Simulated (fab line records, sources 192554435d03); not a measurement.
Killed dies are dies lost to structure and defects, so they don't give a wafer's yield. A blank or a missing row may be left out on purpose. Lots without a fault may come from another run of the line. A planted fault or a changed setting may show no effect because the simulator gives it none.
Chamber matching | flow n5_finfet | N5_BEOL_M8_DESCUM_16 on rie_diel-06: 4 sister chambers
The step chemistry O2, time 7.9 s. 4 wafers are shown with their chamber, then 10 later ones without.

WAFERS WITH THEIR CHAMBER
wafer  | chamber | drypump_motor_current_A (A)
L084.4 | 0       | 5.3
L089.2 | 3       | 5.0
L090.1 | 1       | 5.9
L090.3 | 2       | 5.3

WAFERS WITHOUT THEIR CHAMBER
wafer  | drypump_motor_current_A (A)
L090.6 | 5.0
L088.3 | 5.4
L088.5 | 4.9
L088.6 | 5.4
L092.2 | 5.9
L092.3 | 5.4
L092.6 | 5.3
L094.3 | 5.4
L094.5 | 5.4
L094.6 | 5.9

WHICH CHAMBER EACH WENT THROUGH
wafer  | from the rows above     | in truth
L090.6 | 3                       | 3
L088.3 | can't be placed: 0 or 2 | 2
L088.5 | 3                       | 3
L088.6 | can't be placed: 0 or 2 | 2
L092.2 | 1                       | 1
L092.3 | can't be placed: 0 or 2 | 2
L092.6 | can't be placed: 0 or 2 | 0
L094.3 | can't be placed: 0 or 2 | 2
L094.5 | can't be placed: 0 or 2 | 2
L094.6 | 1                       | 1
Placed correctly: 4 of 10. Can't be placed from these rows: 6 (the true chamber is among the candidates in 6). Placed wrongly: 0.
How it was worked out, from the rows above alone: a wafer's distance from a chamber is the root of the sum, over the readings, of the square of ((its reading less the chamber's mean) divided by the reading's scatter). The wafer belongs to the nearest chamber; if the next one is less than 2 further off, it can't be placed. A chamber's mean is the mean of its shown wafers. The scatter: with one shown wafer a chamber, the root of the mean of the squares of how far each hidden wafer lies from its nearest shown one.
